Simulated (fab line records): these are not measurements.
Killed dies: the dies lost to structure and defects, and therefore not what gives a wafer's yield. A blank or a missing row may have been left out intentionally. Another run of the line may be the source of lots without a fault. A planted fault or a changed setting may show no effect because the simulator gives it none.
Chamber matching -- flow n5_finfet -- N5_SDB_ALD_29 on ald_sin-01 has 3 sister chambers
The step deposits SiNx, target thk 30 nm, pulse time 1 s, ald cycles 600. 3 wafers are shown with their chamber, then 12 later ones without.

## WAFERS PAIRED WITH THEIR CHAMBERS
wafer,chamber,heater_power_w (W)
L090.2,1,783
L091.3,3,813
L091.5,2,757

## WAFERS WITHOUT THEIR CHAMBER
wafer,heater_power_w (W)
L092.1,842
L092.2,756
L092.3,823
L092.4,746
L092.5,815
L092.6,754
L096.1,740
L096.2,804
L096.3,767
L096.4,820
L096.5,768
L096.6,829

## THE CHAMBER EACH PASSED THROUGH
wafer,from the rows above,in truth
L092.1,3,3
L092.2,2,2
L092.3,3,3
L092.4,2,2
L092.5,3,3
L092.6,2,2
L096.1,2,2
L096.2,can't be placed: 3 or 1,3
L096.3,can't be placed: 2 or 1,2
L096.4,3,3
L096.5,can't be placed: 2 or 1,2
L096.6,3,3
Placed correctly: 9 of 12. Unplaceable from these rows: 3, with the true chamber sitting among the candidates in 3. Number placed wrongly: 0.
How it was worked out, from the rows above alone: a wafer's distance from a chamber is the root of the sum, over the readings, of the square of ((its reading less the chamber's mean) divided by the reading's scatter). If the next closest chamber is less than 2 further off than the closest, the wafer can't be placed; otherwise it belongs to the closest. For every chamber, the mean is computed from those of its wafers that are shown. The scatter: root of mean squared gap, hidden wafer to nearest shown wafer, with one shown wafer a chamber.
